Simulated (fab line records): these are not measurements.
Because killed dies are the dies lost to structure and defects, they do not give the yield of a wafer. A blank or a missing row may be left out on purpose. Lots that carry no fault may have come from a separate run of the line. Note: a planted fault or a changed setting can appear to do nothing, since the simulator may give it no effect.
Which tool is to blame? ; flow nand_harc ; 18 wafers from 6 lots sampled at 2 of the route's 1302 steps

== WHAT THE GAUGES SHOWED, per wafer ==
NHARC_P_ZERO_WELL_CD_MEAS_37: target cd 720 nm.
lot;measured;on;cd_nm (nm)
L811;day 2 10:02;cd_sem-03;722.2 721.8 721.1
L814;day 3 16:01;cd_sem-01;722.6 724.3 722.3
L817;day 5 02:10;cd_sem-02;718.8 720.3 719.4
L820;day 6 04:34;cd_sem-02;719.7 718.7 721.2
L828;day 9 12:14;cd_sem-03;718.0 720.5 718.9
L832;day 11 11:08;cd_sem-02;717.6 718.2 718.4

== TOOL THAT RAN EACH LOT (tool first, then ch and the chambers of the sampled wafers, then the start) ==
lot;NHARC_P_ZERO_WELL_EXPOSE_34
L811;krf_scanner-04 ch 0, day 2 09:53
L814;krf_scanner-04 ch 0, day 3 15:51
L817;krf_scanner-02 ch 0, day 5 02:01
L820;krf_scanner-04 ch 0, day 6 04:24
L828;krf_scanner-04 ch 0, day 9 12:05
L832;krf_scanner-04 ch 0, day 11 10:59
- NHARC_P_ZERO_WELL_EXPOSE_34: exposes mask P PWELL, target cd 720 nm.

== THE ANSWER, worked out from the rows above alone ==
Rule: the usual values come from the lots themselves. The widest of any qualifying gaps counts: lots, ordered by their means at a reading, are off when they make up no more than a third of the lots, leave a main group of 4 or more, and stand apart from it by 3 or more times the standard deviation of that group's means. If all means in a main group match to the digits the tables above print for the reading, that group is not used. Also off: a lot with no number at a reading for which 4 or more lots have one. Where the step has rows for the other lots, those lots are counted as sound.
No lot is off on any of the readings shown, so nothing can be concluded from this.

== WHAT THE SIMULATOR HAD INSERTED ==
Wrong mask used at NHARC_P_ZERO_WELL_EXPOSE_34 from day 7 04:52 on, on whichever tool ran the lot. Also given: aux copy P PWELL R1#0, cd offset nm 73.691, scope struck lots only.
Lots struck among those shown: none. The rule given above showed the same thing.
